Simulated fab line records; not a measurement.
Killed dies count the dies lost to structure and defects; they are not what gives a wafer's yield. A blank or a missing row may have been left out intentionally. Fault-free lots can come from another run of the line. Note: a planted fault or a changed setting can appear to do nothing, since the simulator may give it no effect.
A lot that was struck, set against a sound lot / flow nandHarc / 14 out of 1302 route steps
Sound: wafers L149.1, L149.3, L149.4. Struck: wafer L162.4 (left out: L162.2, L162.6 of the same lot, which were not struck); the cause appears at the end.
Per side, at each step with rows, come the tool, then ch with its chambers, and then its first start. Under that, the readings that differ: sound wafers / struck wafers / difference of the means / sigmas: that difference in standard deviations of wafers without a fault.
alike: a reading whose means differ by less than 2 such deviations, as well as words and numbers matching on both sides. not compared: withheld readings; readings where some wafer has no value; bounds like >300 that might hide an equal value; numbers whose values overlap and for which the record gives no deviation.
Wherever a step has rows on one side only, a row that says differs or no value, or a row with sigmas, the two part there. Numbers that have no deviation but don't overlap get no sigmas and don't part them. A reading missing from all wafers of one side parts the sides only when that side holds two or more wafers.

NHARC_A_CHANNEL_HOLE_D1_CD_MEAS_30:
  sound on cdSem-02 at day 11 09:07; struck on cdSem-02 at day 16 13:02
  alike: cdNm
NHARC_A_CHANNEL_HOLE_D1_XSEM_31:
  sound on xsem-02 ch 0, day 11 09:13; struck on xsem-01 ch 0, day 16 13:07
reading=tiltDeg (degrees); sound=0.17 0.17 0.17; struck=0.06; difference=-0.11; sigmas=-2
  alike: botCdNm, bowNm
NHARC_A_CHANNEL_HOLE_D1_INSPECT_40:
  sound on defectInspect-01 at day 11 09:19; struck on defectInspect-01 at day 16 13:13
  alike: rawDefectCount
then, 2 steps without rows for these wafers: NHARC_A_CHANNEL_FILL_D1_PRECLEAN_00 (cleans in SC1); NHARC_A_CHANNEL_FILL_D1_SRD_01.
NHARC_A_CHANNEL_FILL_D1_ALD_02: deposits SiO2, target thk 6 nm, pulse time 10 s, ald cycles 60.
  sound on aldHk-01 ch 1,2,3, day 11 09:31; struck on aldHk-01 ch 2, day 16 13:25
  alike: heaterPowerW, precursorPulseHeightRel
then, 1 step without rows for these wafers: NHARC_A_CHANNEL_FILL_D1_ALD_03 (deposits SiNx, target thk 6 nm, pulse time 60 s, ald cycles 58).
NHARC_A_CHANNEL_FILL_D1_ALD_14: deposits SiO2, target thk 2.5 nm, pulse time 10 s, ald cycles 25.
  sound on aldHk-02 ch 0,1,3, day 11 17:00; struck on aldHk-02 ch 2, day 16 20:30
  alike: heaterPowerW, precursorPulseHeightRel
then, 1 step without rows for these wafers: NHARC_A_CHANNEL_FILL_D1_ALD_15 (deposits SiNx, target thk 2 nm, pulse time 60 s, ald cycles 19).
NHARC_A_CHANNEL_FILL_D1_ALD_16: deposits SiO2, target thk 1.5 nm, pulse time 10 s, ald cycles 15.
  sound on aldHk-01 ch 1,2,3, day 11 22:14; struck on aldHk-04 ch 2, day 16 23:02
reading=heaterPowerW (W); sound=459 400 454; struck=587; difference=+149; sigmas=+3
  alike: precursorPulseHeightRel
then, 2 steps without rows for these wafers: NHARC_A_CHANNEL_FILL_D1_ANNEAL_17 (time 1800 s); NHARC_A_CHANNEL_FILL_D1_CVD_18 (deposits poly-Si, target thk 3 nm).
NHARC_A_CHANNEL_FILL_D1_ETCHBACK_19: etches the open film in HBr/Cl2, target depth 5 nm, time 1.7 s.
  sound on rieSi-06 ch 0,1,3, day 12 13:36; struck on rieSi-03 ch 1, day 17 11:10
reading=oesProductAu (a.u.); sound=1.005 1.000 1.007; struck=0.741; difference=-0.263; sigmas=-36
reading=rfHoursCounterH (h); sound=0.1 0.1 0.2; struck=0.9; difference=+0.8; sigmas=
reading=throttleValvePct (%); sound=26.408 26.397 26.397; struck=26.380; difference=-0.021; sigmas=-2
  alike: drypumpMotorCurrentA
NHARC_A_CHANNEL_FILL_D1_ETCHBACK_20: etches the open film in C4F8/O2/Ar, target depth 27 nm, time 13.5 s.
  sound on rieDiel-10 ch 0,1,3, day 12 13:44; struck on rieDiel-09 ch 1, day 17 11:17
reading=rfHoursCounterH (h); sound=1.6 1.5 1.6; struck=5.5; difference=+3.9; sigmas=
  alike: oesProductAu, rfVppV

## WHERE THEY PART
Earliest at NHARC_A_CHANNEL_HOLE_D1_XSEM_31; latest, in this record, at NHARC_A_CHANNEL_FILL_D1_ETCHBACK_19. Later steps at which nothing parts them and some readings are alike: NHARC_A_CHANNEL_FILL_D1_ETCHBACK_20.

WHY: the cause the simulator had injected
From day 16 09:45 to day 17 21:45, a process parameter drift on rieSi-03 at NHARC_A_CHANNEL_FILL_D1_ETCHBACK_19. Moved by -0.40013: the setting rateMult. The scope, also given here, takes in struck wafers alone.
